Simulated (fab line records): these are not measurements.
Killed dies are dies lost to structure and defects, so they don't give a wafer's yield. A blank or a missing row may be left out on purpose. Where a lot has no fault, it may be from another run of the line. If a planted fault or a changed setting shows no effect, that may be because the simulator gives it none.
Chamber matching :: flow nand_harc :: NHARC_P_BONDPAD_DESCUM_11 on rie_diel-08 has 4 sister chambers
The step chemistry O2, time 3 s. 4 wafers are shown with their chamber, then 12 later ones without.

## WAFERS, EACH WITH ITS CHAMBER
wafer: L091.3
chamber: 0
showerhead_plenum_p_Torr (Torr): 1.91

wafer: L091.1
chamber: 1
showerhead_plenum_p_Torr (Torr): 1.86

wafer: L091.5
chamber: 2
showerhead_plenum_p_Torr (Torr): 1.87

wafer: L091.6
chamber: 3
showerhead_plenum_p_Torr (Torr): 1.91

## WAFERS MISSING THEIR CHAMBER
wafer: L092.3
showerhead_plenum_p_Torr (Torr): 1.90

wafer: L092.4
showerhead_plenum_p_Torr (Torr): 1.91

wafer: L092.6
showerhead_plenum_p_Torr (Torr): 1.91

wafer: L093.1
showerhead_plenum_p_Torr (Torr): 1.90

wafer: L093.3
showerhead_plenum_p_Torr (Torr): 1.87

wafer: L093.5
showerhead_plenum_p_Torr (Torr): 1.91

wafer: L096.1
showerhead_plenum_p_Torr (Torr): 1.85

wafer: L096.3
showerhead_plenum_p_Torr (Torr): 1.91

wafer: L096.4
showerhead_plenum_p_Torr (Torr): 1.90

wafer: L096.2
showerhead_plenum_p_Torr (Torr): 1.87

wafer: L096.5
showerhead_plenum_p_Torr (Torr): 1.87

wafer: L096.6
showerhead_plenum_p_Torr (Torr): 1.85

## EACH ONE'S CHAMBER
wafer: L092.3
from the rows above: can't be placed: 0 or 3
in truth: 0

wafer: L092.4
from the rows above: can't be placed: 0 or 3
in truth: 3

wafer: L092.6
from the rows above: can't be placed: 0 or 3
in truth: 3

wafer: L093.1
from the rows above: can't be placed: 0 or 3
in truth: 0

wafer: L093.3
from the rows above: can't be placed: 2 or 1
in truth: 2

wafer: L093.5
from the rows above: can't be placed: 0 or 3
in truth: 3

wafer: L096.1
from the rows above: can't be placed: 1 or 2
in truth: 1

wafer: L096.3
from the rows above: can't be placed: 0 or 3
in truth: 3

wafer: L096.4
from the rows above: can't be placed: 0 or 3
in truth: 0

wafer: L096.2
from the rows above: can't be placed: 2 or 1
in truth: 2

wafer: L096.5
from the rows above: can't be placed: 2 or 1
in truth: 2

wafer: L096.6
from the rows above: can't be placed: 1 or 2
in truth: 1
Placed correctly: 0 of 12. Not placeable from these rows: 12 (in 12, the candidates include the true chamber). Number placed wrongly: 0.
How it was worked out, from the rows above alone: a wafer's distance from a chamber is the root of the sum, over the readings, of the square of ((its reading less the chamber's mean) divided by the reading's scatter). The wafer belongs to the nearest chamber; if the next one is less than 2 further off, it can't be placed. The mean given for a chamber averages the wafers shown for that chamber. The scatter: root of mean squared gap, hidden wafer to nearest shown wafer, with one shown wafer a chamber.
